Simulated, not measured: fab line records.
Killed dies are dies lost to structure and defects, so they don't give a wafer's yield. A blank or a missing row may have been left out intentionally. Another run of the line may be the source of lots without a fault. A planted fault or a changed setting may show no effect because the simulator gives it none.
Which of the tools did it?    flow nand_harc    Sampling: 24 lots, 72 wafers, 5 of 1159 route steps

## WHAT THE GAUGES SHOWED, per wafer
NHARC_P_BONDPAD_CD_MEAS_13. Usual: cd_nm reads 498.8 nm (standard deviation 2.3).
lot   measured      on         cd_nm (nm)         flag
L074  day 6 04:43   cd_sem-01  497.9 497.7 499.0  
L075  day 6 18:13   cd_sem-02  498.1 498.8 500.3  
L076  day 6 18:49   cd_sem-02  502.3 500.8 496.6  
L077  day 6 19:58   cd_sem-03  502.8 499.2 502.9  
L078  day 7 05:58   cd_sem-02  499.9 499.2 495.6  
L079  day 7 06:35   cd_sem-03  502.7 497.0 496.5  
L080  day 7 23:36   cd_sem-02  497.0 496.7 500.3  
L081  day 8 01:05   cd_sem-01  498.3 497.5 499.2  
L082  day 8 08:40   cd_sem-02  500.2 495.2 499.7  
L083  day 9 02:45   cd_sem-03  497.0 498.6 495.2  
L085  day 9 11:20   cd_sem-01  499.1 494.2 500.1  
L084  day 9 16:14   cd_sem-02  499.0 501.1 497.1  
L088  day 9 16:57   cd_sem-02  492.4 497.7 499.6  
L086  day 9 18:28   cd_sem-02  501.1 498.4 500.3  
L087  day 9 23:15   cd_sem-03  495.1 497.6 494.9  
L089  day 10 08:43  cd_sem-01  495.8 497.8 501.4  
L090  day 10 09:31  cd_sem-03  501.3 495.5 500.7  
L091  day 10 14:55  cd_sem-01  499.3 502.0 500.6  
L093  day 10 17:46  cd_sem-02  495.4 501.1 497.7  
L092  day 10 19:52  cd_sem-01  500.7 501.1 502.1  
L095  day 11 17:58  cd_sem-03  495.9 496.6 495.0  
L094  day 11 18:50  cd_sem-03  500.6 497.5 497.0  
L097  day 11 20:49  cd_sem-03  497.8 498.9 500.4  
L096  day 11 21:31  cd_sem-03  499.0 500.1 501.8  

NHARC_A_ZERO_WELL_INSPECT_17. Usual: raw_defect_count reads 11 (standard deviation 6.8).
lot   measured      on                 raw_defect_count  flag
L074  day 6 09:50   defect_inspect-02  11 11 13          
L075  day 6 23:25   defect_inspect-02  16 30 20          
L076  day 6 23:58   defect_inspect-02  9 8 15            
L077  day 7 01:08   defect_inspect-02  10 10 11          
L078  day 7 11:04   defect_inspect-02  8 7 20            
L079  day 7 11:40   defect_inspect-01  5 3 3             
L080  day 8 04:38   defect_inspect-02  11 5 12           
L081  day 8 05:58   defect_inspect-02  15 8 10           
L082  day 8 13:39   defect_inspect-01  26 39 24          
L083  day 9 07:54   defect_inspect-02  15 3 5            
L085  day 9 16:26   defect_inspect-01  1 8 9             
L084  day 9 21:19   defect_inspect-01  8 16 14           
L088  day 9 22:00   defect_inspect-02  9 13 12           
L086  day 9 23:26   defect_inspect-01  8 11 7            
L087  day 10 04:22  defect_inspect-02  11 17 14          
L089  day 10 13:45  defect_inspect-01  17 9 5            
L090  day 10 14:33  defect_inspect-02  8 5 1             
L091  day 10 19:58  defect_inspect-01  6 5 14            
L093  day 10 22:47  defect_inspect-01  5 14 11           
L092  day 11 00:50  defect_inspect-02  11 11 18          
L095  day 11 23:04  defect_inspect-01  10 9 17           
L094  day 11 23:46  defect_inspect-02  9 8 6             
L097  day 12 01:52  defect_inspect-01  14 8 6            
L096  day 12 02:37  defect_inspect-01  18 10 13          

NHARC_A_CHANNEL_HOLE_D1_CD_MEAS_18. Usual: cd_nm reads 99 nm (standard deviation 3.6).
lot   measured      on         cd_nm (nm)   flag
L074  day 8 03:24   cd_sem-01  97 92 99     
L075  day 8 16:51   cd_sem-03  89 101 92    
L076  day 8 18:16   cd_sem-02  100 98 99    
L077  day 8 18:42   cd_sem-01  95 100 98    
L078  day 9 02:37   cd_sem-02  103 100 104  
L079  day 9 03:10   cd_sem-02  98 90 96     
L080  day 9 18:02   cd_sem-02  101 100 98   
L081  day 9 17:51   cd_sem-01  101 102 99   
L082  day 10 07:11  cd_sem-03  97 97 99     
L083  day 10 23:11  cd_sem-01  101 100 102  
L085  day 11 11:46  cd_sem-03  98 94 101    
L084  day 11 11:24  cd_sem-03  102 99 104   
L088  day 11 12:51  cd_sem-03  99 103 103   
L086  day 11 14:22  cd_sem-01  100 103 103  
L087  day 11 17:58  cd_sem-01  94 97 97     
L089  day 12 04:28  cd_sem-03  104 106 102  
L090  day 12 04:07  cd_sem-02  100 102 93   
L091  day 12 10:38  cd_sem-01  99 104 97    
L093  day 12 09:56  cd_sem-01  92 102 96    
L092  day 12 14:31  cd_sem-01  101 104 96   
L095  day 13 13:29  cd_sem-02  96 96 102    
L094  day 13 17:29  cd_sem-01  100 99 100   
L097  day 13 16:26  cd_sem-01  99 101 95    
L096  day 13 14:43  cd_sem-02  100 99 101   

## WHICH TOOL RAN EACH LOT (tool, then ch and the chambers of the sampled wafers, then the start)
lot   NHARC_A_CHANNEL_HOLE_D1_DEP_00  NHARC_A_CHANNEL_HOLE_D1_ETCH_16
L074  acl_dep-02 ch 0, day 7 23:27    rie_diel-03 ch 0,1,2, day 8 03:24 or earlier
L075  acl_dep-01 ch 0, day 8 12:52    rie_diel-03 ch 0,2, day 8 16:51 or earlier
L076  acl_dep-03 ch 0, day 8 14:38    rie_diel-06 ch 0,1,2, day 8 18:16 or earlier
L077  acl_dep-01 ch 0, day 8 15:28    rie_diel-01 ch 1,2, day 8 18:42 or earlier
L078  acl_dep-02 ch 0, day 8 22:58    rie_diel-01 ch 0,2, day 9 02:37 or earlier
L079  acl_dep-03 ch 0, day 8 23:04    rie_diel-03 ch 1,2,3, day 9 03:10 or earlier
L080  acl_dep-02 ch 0, day 9 14:02    rie_diel-01 ch 2,3, day 9 18:02 or earlier
L081  acl_dep-01 ch 0, day 9 14:16    rie_diel-06 ch 1,2,3, day 9 17:51 or earlier
L082  acl_dep-01 ch 0, day 10 03:28   rie_diel-01 ch 1,3, day 10 07:11 or earlier
L083  acl_dep-02 ch 0, day 10 18:53   rie_diel-01 ch 0,2, day 10 23:11 or earlier
L085  acl_dep-01 ch 0, day 11 07:55   rie_diel-06 ch 0,2,3, day 11 11:46 or earlier
L084  acl_dep-03 ch 0, day 11 07:18   rie_diel-03 ch 0,3, day 11 11:24 or earlier
L088  acl_dep-03 ch 0, day 11 08:55   rie_diel-01 ch 0,3, day 11 12:51 or earlier
L086  acl_dep-01 ch 0, day 11 10:27   rie_diel-03 ch 0,3, day 11 13:40
L087  acl_dep-03 ch 0, day 11 13:57   rie_diel-06 ch 0,1,2, day 11 17:58 or earlier
L089  acl_dep-03 ch 0, day 12 00:50   rie_diel-03 ch 0,1,3, day 12 04:28 or earlier
L090  acl_dep-01 ch 0, day 12 00:20   rie_diel-06 ch 1,2,3, day 12 04:07 or earlier
L091  acl_dep-02 ch 0, day 12 06:50   rie_diel-03 ch 0,1,2, day 12 10:38 or earlier
L093  acl_dep-03 ch 0, day 12 06:37   rie_diel-06 ch 1,2, day 12 09:56 or earlier
L092  acl_dep-02 ch 0, day 12 10:53   rie_diel-03 ch 1,2,3, day 12 14:31 or earlier
L095  acl_dep-02 ch 0, day 13 09:59   rie_diel-03 ch 0,2,3, day 13 13:29 or earlier
L094  acl_dep-02 ch 0, day 13 13:31   rie_diel-01 ch 1,2,3, day 13 17:29 or earlier
L097  acl_dep-03 ch 0, day 13 12:57   rie_diel-06 ch 0,1,2, day 13 16:26 or earlier
L096  acl_dep-03 ch 0, day 13 10:43   rie_diel-01 ch 0,1,2, day 13 14:43 or earlier
- NHARC_A_CHANNEL_HOLE_D1_DEP_00: deposits aC, target thk 3100 nm.
- NHARC_A_CHANNEL_HOLE_D1_ETCH_16: etches the open film in O2/COS, target depth 3100 nm, time 806 s.

## AS READ BY THE TOOLS THEMSELVES (means over the sampled wafers that have a number; for cases with no such wafer, the mark the record gives instead)
NHARC_A_CHANNEL_HOLE_D1_DEP_00. Usual: throttle_valve_pct reads 35.001 % (standard deviation 0.0093).
lot   tool        throttle_valve_pct (%)  flag
L074  acl_dep-02  35.008                  
L075  acl_dep-01  35.002                  
L076  acl_dep-03  35.001                  
L077  acl_dep-01  34.996                  
L078  acl_dep-02  34.996                  
L079  acl_dep-03  35.001                  
L080  acl_dep-02  35.003                  
L081  acl_dep-01  35.011                  
L082  acl_dep-01  34.999                  
L083  acl_dep-02  35.000                  
L085  acl_dep-01  35.009                  
L084  acl_dep-03  34.991                  
L088  acl_dep-03  35.000                  
L086  acl_dep-01  34.998                  
L087  acl_dep-03  35.013                  
L089  acl_dep-03  34.996                  
L090  acl_dep-01  34.993                  
L091  acl_dep-02  34.995                  
L093  acl_dep-03  35.004                  
L092  acl_dep-02  34.995                  
L095  acl_dep-02  34.995                  
L094  acl_dep-02  34.996                  
L097  acl_dep-03  35.010                  
L096  acl_dep-03  35.001                  

NHARC_A_CHANNEL_HOLE_D1_ETCH_16. Usual: drypump_motor_current_A 5.7 A, standard deviation 0.39; o2_flow_sccm 400.0 sccm, standard deviation 1.3; oes_product_au 0.998 a.u., standard deviation 0.015; rf_vpp_V 314.7 V, standard deviation 1.8; showerhead_plenum_p_Torr 3.16 Torr, standard deviation 0.11; throttle_valve_pct 28.330 %, standard deviation 0.0097.
lot   tool         drypump_motor_current_A (A)  o2_flow_sccm (sccm)  oes_product_au (a.u.)  rf_vpp_V (V)  showerhead_plenum_p_Torr (Torr)  throttle_valve_pct (%)  flag
L074  rie_diel-03  5.4                          399.6                0.986                  315.4         3.21                             28.334                  
L075  rie_diel-03  5.7                          399.1                0.988                  313.9         3.12                             28.324                  
L076  rie_diel-06  5.5                          399.9                0.995                  314.7         3.18                             28.337                  
L077  rie_diel-01  5.6                          399.2                0.998                  314.3         3.12                             28.338                  
L078  rie_diel-01  6.2                          399.9                1.005                  316.7         3.27                             28.323                  
L079  rie_diel-03  5.4                          400.0                0.997                  313.8         3.12                             28.333                  
L080  rie_diel-01  5.8                          399.7                1.005                  313.9         3.11                             28.329                  
L081  rie_diel-06  5.5                          400.3                1.016                  315.0         3.15                             28.342                  
L082  rie_diel-01  5.6                          399.1                0.990                  313.7         3.12                             28.338                  
L083  rie_diel-01  6.0                          400.3                1.015                  315.3         3.19                             28.322                  
L085  rie_diel-06  5.5                          398.7                1.005                  314.8         3.19                             28.341                  
L084  rie_diel-03  5.9                          401.3                0.998                  313.3         3.07                             28.322                  
L088  rie_diel-01  6.0                          400.7                0.999                  315.2         3.19                             28.331                  
L086  rie_diel-03  6.0                          399.6                0.987                  314.5         3.15                             28.331                  
L087  rie_diel-06  5.5                          399.8                1.002                  314.5         3.18                             28.335                  
L089  rie_diel-03  5.5                          400.0                0.997                  315.5         3.18                             28.321                  
L090  rie_diel-06  5.5                          401.5                1.015                  314.9         3.15                             28.331                  
L091  rie_diel-03  5.4                          400.0                0.996                  316.3         3.21                             28.330                  
L093  rie_diel-06  5.4                          399.0                1.005                  315.3         3.20                             28.337                  
L092  rie_diel-03  5.3                          399.6                0.988                  314.2         3.12                             28.332                  
L095  rie_diel-03  5.8                          401.7                0.983                  313.6         3.09                             28.342                  
L094  rie_diel-01  5.7                          400.6                1.000                  313.4         3.12                             28.324                  
L097  rie_diel-06  5.5                          400.7                1.006                  314.1         3.18                             28.318                  
L096  rie_diel-01  5.9                          399.7                1.000                  315.2         3.20                             28.328                  

## THE ANSWER, worked out from the rows above alone
Rule: take the mean of a lot's wafers that have a number; if it is more than 3 standard deviations from the usual mean, the lot is off. Also off: a lot with no number at a reading for which 4 or more lots have one. The other lots that the step has rows for count as sound. Order of review: gauges by route order, followed by the tools' own readings, for which a lot's mean as printed above is used. The first step at which some lot is off is used, and at that step the reading that is off furthest; a lot without a number counts as furthest.
None of the lots is off at any reading shown; this tells nothing.

## WHAT THE SIMULATOR HAD PUT IN
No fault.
